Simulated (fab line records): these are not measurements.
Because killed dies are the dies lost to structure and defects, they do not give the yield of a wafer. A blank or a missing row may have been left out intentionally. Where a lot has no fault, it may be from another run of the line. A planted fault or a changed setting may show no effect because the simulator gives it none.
3 desks, one fault | flow n5 finfet | each desk holds nothing but its own numbers, with what lay behind them at the end

== THE DEFECT DESK ==
Counts from the inspections along the route, per lot, as means over the sampled wafers that have a number. If a lot's mean is further than 4 standard deviations from the usual mean, the lot is out of limits and carries the mark OUT (the distance appears in the brackets).
Columns: A = raw defect count at N5_BEOL_M12_INSPECT_30, usual 2.2
lot  | first seen here | A
L187 | day 10 21:55    | 2.0
L189 | day 12 02:10    | 1.7
L192 | day 12 07:31    | 2.0
L193 | day 12 21:22    | 1.5
L197 | day 13 17:16    | 2.5
L202 | day 15 01:23    | 1.7
L204 | day 15 17:12    | 2.7
This desk's finding: nothing out of limits on any of the 7 lots.

== TOOL OWNER'S DESK, rie diel-05 ==
The tool's own readings at N5_BEOL_M12_ETCH_38 (etches SiCN in CF4/N2, target depth 68.7 nm, time 73.4 s): means of the sampled wafers that have a number, for each lot that ran on this tool. If a lot's mean is further than 4 standard deviations from the usual mean, the lot is out of limits and carries the mark OUT (the distance appears in the brackets).
Columns: A = cf4 flow sccm at N5_BEOL_M12_ETCH_38, usual 59.99 sccm; B = drypump motor current A at N5_BEOL_M12_ETCH_38, usual 5.7 A; C = oes product au at N5_BEOL_M12_ETCH_38, usual 0.82 a.u.; D = rf vpp V at N5_BEOL_M12_ETCH_38, usual 382.9 V; E = showerhead plenum p Torr at N5_BEOL_M12_ETCH_38, usual 2.23 Torr; F = throttle valve pct at N5_BEOL_M12_ETCH_38, usual 15.35 %
lot  | first seen here | A     | B   | C    | D     | E    | F
L189 | day 12 03:24    | 59.90 | 5.8 | 0.80 | 381.8 | 2.22 | 15.26
L192 | day 12 11:20    | 60.00 | 5.8 | 0.76 | 384.1 | 2.25 | 15.32
L193 | day 12 22:15    | 59.97 | 5.9 | 0.82 | 382.1 | 2.19 | 15.13
L197 | day 13 22:56    | 59.93 | 5.8 | 0.80 | 381.5 | 2.18 | 15.38
This desk's finding: nothing out of limits on any of the 4 lots.

== FROM THE METROLOGY DESK ==
What the gauges read for every lot (on any tool): the sampled wafers with a number, averaged. If a lot's mean is further than 4 standard deviations from the usual mean, the lot is out of limits and carries the mark OUT (the distance appears in the brackets).
Columns: A = cd nm at N5_BEOL_M12_CD_MEAS_28, usual 160.5 nm; B = M12_OVL at N5_BEOL_M12_OVL_MEAS_29, usual -4 nm; C = trench depth nm at N5_BEOL_M12_OCD_MEAS_35, usual 319 nm
lot  | first seen here | A     | B   | C
L187 | day 10 21:52    | 158.9 | -6  | 314
L189 | day 12 02:07    | 161.3 | -2  | 317
L192 | day 12 07:28    | 160.8 | -8  | 324
L193 | day 12 21:19    | 160.1 | -10 | 314
L197 | day 13 17:12    | 163.4 | -4  | 315
L202 | day 15 01:20    | 159.2 | -1  | 312
L204 | day 15 17:08    | 161.1 | -1  | 321
This desk's finding: nothing out of limits on any of the 7 lots.

== ALL TOGETHER ==
The defect desk saw nothing out of limits.
The desk of the tool owner found nothing out of limits.
From the metrology desk's view, nothing was out of limits.

== WHAT THE SIMULATOR HAD PUT IN ==
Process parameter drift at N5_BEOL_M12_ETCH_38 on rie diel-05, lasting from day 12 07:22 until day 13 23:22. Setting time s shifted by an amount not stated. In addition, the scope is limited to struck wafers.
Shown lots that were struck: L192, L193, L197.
